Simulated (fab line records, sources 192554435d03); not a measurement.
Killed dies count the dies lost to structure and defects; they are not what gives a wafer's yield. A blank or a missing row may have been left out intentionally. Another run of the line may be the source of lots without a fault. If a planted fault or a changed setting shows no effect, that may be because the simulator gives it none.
Matching of chambers || flow n5Finfet || 4 sister chambers for N5_DUMMY_GATE_ETCH_44 on rieSi-01
The step etches poly-Si in HBr/O2, stops on SiO2, target depth 127.5 nm. 14 wafers are shown with their chamber, then 7 later ones without.

== WAFERS PAIRED WITH THEIR CHAMBERS ==
{"wafer": "L076.1", "chamber": 2, "drypumpMotorCurrentA (A)": 5.5, "throttleValvePct (%)": 18.15, "oesProductAu (a.u.)": 0.728}
{"wafer": "L076.3", "chamber": 1, "drypumpMotorCurrentA (A)": 5.2, "throttleValvePct (%)": 18.59, "oesProductAu (a.u.)": 0.753}
{"wafer": "L076.4", "chamber": 0, "drypumpMotorCurrentA (A)": 6.7, "throttleValvePct (%)": 18.55, "oesProductAu (a.u.)": 0.741}
{"wafer": "L077.2", "chamber": 2, "drypumpMotorCurrentA (A)": 5.5, "throttleValvePct (%)": 18.16, "oesProductAu (a.u.)": 0.722}
{"wafer": "L077.4", "chamber": 1, "drypumpMotorCurrentA (A)": 5.2, "throttleValvePct (%)": 18.58, "oesProductAu (a.u.)": 0.736}
{"wafer": "L077.5", "chamber": 1, "drypumpMotorCurrentA (A)": 5.2, "throttleValvePct (%)": 18.58, "oesProductAu (a.u.)": 0.751}
{"wafer": "L084.1", "chamber": 0, "drypumpMotorCurrentA (A)": 6.8, "throttleValvePct (%)": 18.58, "oesProductAu (a.u.)": 0.735}
{"wafer": "L084.2", "chamber": 1, "drypumpMotorCurrentA (A)": 5.2, "throttleValvePct (%)": 18.59, "oesProductAu (a.u.)": 0.742}
{"wafer": "L084.4", "chamber": 3, "drypumpMotorCurrentA (A)": 5.7, "throttleValvePct (%)": 18.77, "oesProductAu (a.u.)": 0.714}
{"wafer": "L086.1", "chamber": 3, "drypumpMotorCurrentA (A)": 5.7, "throttleValvePct (%)": 18.75, "oesProductAu (a.u.)": 0.716}
{"wafer": "L086.3", "chamber": 0, "drypumpMotorCurrentA (A)": 6.7, "throttleValvePct (%)": 18.57, "oesProductAu (a.u.)": 0.732}
{"wafer": "L086.4", "chamber": 1, "drypumpMotorCurrentA (A)": 5.2, "throttleValvePct (%)": 18.57, "oesProductAu (a.u.)": 0.739}
{"wafer": "L087.3", "chamber": 3, "drypumpMotorCurrentA (A)": 5.7, "throttleValvePct (%)": 18.76, "oesProductAu (a.u.)": 0.707}
{"wafer": "L087.4", "chamber": 1, "drypumpMotorCurrentA (A)": 5.1, "throttleValvePct (%)": 18.60, "oesProductAu (a.u.)": 0.734}

SIGNATURES, as means of the wafers listed above
{"reading": "drypumpMotorCurrentA", "chamber 0": 6.733, "chamber 1": 5.183, "chamber 2": 5.500, "chamber 3": 5.700, "scatter within a chamber": 0.0387}
{"reading": "throttleValvePct", "chamber 0": 18.5667, "chamber 1": 18.5850, "chamber 2": 18.1550, "chamber 3": 18.7600, "scatter within a chamber": 0.0113}
{"reading": "oesProductAu", "chamber 0": 0.73600, "chamber 1": 0.74250, "chamber 2": 0.72500, "chamber 3": 0.71233, "scatter within a chamber": 0.00644}
Rule: for a wafer and a chamber, the distance is found by dividing, reading by reading, the gap between the wafer's reading and the chamber's mean by the reading's scatter, squaring, summing and taking the root. The wafer belongs to the nearest chamber; if the next one is less than 2 further off, it can't be placed. The scatter: the root of (the sum of the squares of (reading less its chamber's mean) over the shown wafers, divided by (wafers less chambers)).

== WAFERS MISSING THEIR CHAMBER ==
{"wafer": "L087.6", "drypumpMotorCurrentA (A)": 5.2, "throttleValvePct (%)": 18.58, "oesProductAu (a.u.)": 0.729}
{"wafer": "L092.1", "drypumpMotorCurrentA (A)": 6.7, "throttleValvePct (%)": 18.56, "oesProductAu (a.u.)": 0.728}
{"wafer": "L092.3", "drypumpMotorCurrentA (A)": 5.5, "throttleValvePct (%)": 18.15, "oesProductAu (a.u.)": 0.720}
{"wafer": "L092.6", "drypumpMotorCurrentA (A)": 5.2, "throttleValvePct (%)": 18.59, "oesProductAu (a.u.)": 0.745}
{"wafer": "L096.1", "drypumpMotorCurrentA (A)": 5.7, "throttleValvePct (%)": 18.77, "oesProductAu (a.u.)": 0.713}
{"wafer": "L096.2", "drypumpMotorCurrentA (A)": 6.8, "throttleValvePct (%)": 18.58, "oesProductAu (a.u.)": 0.719}
{"wafer": "L096.6", "drypumpMotorCurrentA (A)": 6.8, "throttleValvePct (%)": 18.56, "oesProductAu (a.u.)": 0.723}

== THE CHAMBER EACH PASSED THROUGH ==
{"wafer": "L087.6", "from the rows above": 1, "in truth": 1}
{"wafer": "L092.1", "from the rows above": 0, "in truth": 0}
{"wafer": "L092.3", "from the rows above": 2, "in truth": 2}
{"wafer": "L092.6", "from the rows above": 1, "in truth": 1}
{"wafer": "L096.1", "from the rows above": 3, "in truth": 3}
{"wafer": "L096.2", "from the rows above": 0, "in truth": 0}
{"wafer": "L096.6", "from the rows above": 0, "in truth": 0}
7 of 7 placed correctly. Not placeable from these rows: 0. Placed wrongly: 0.
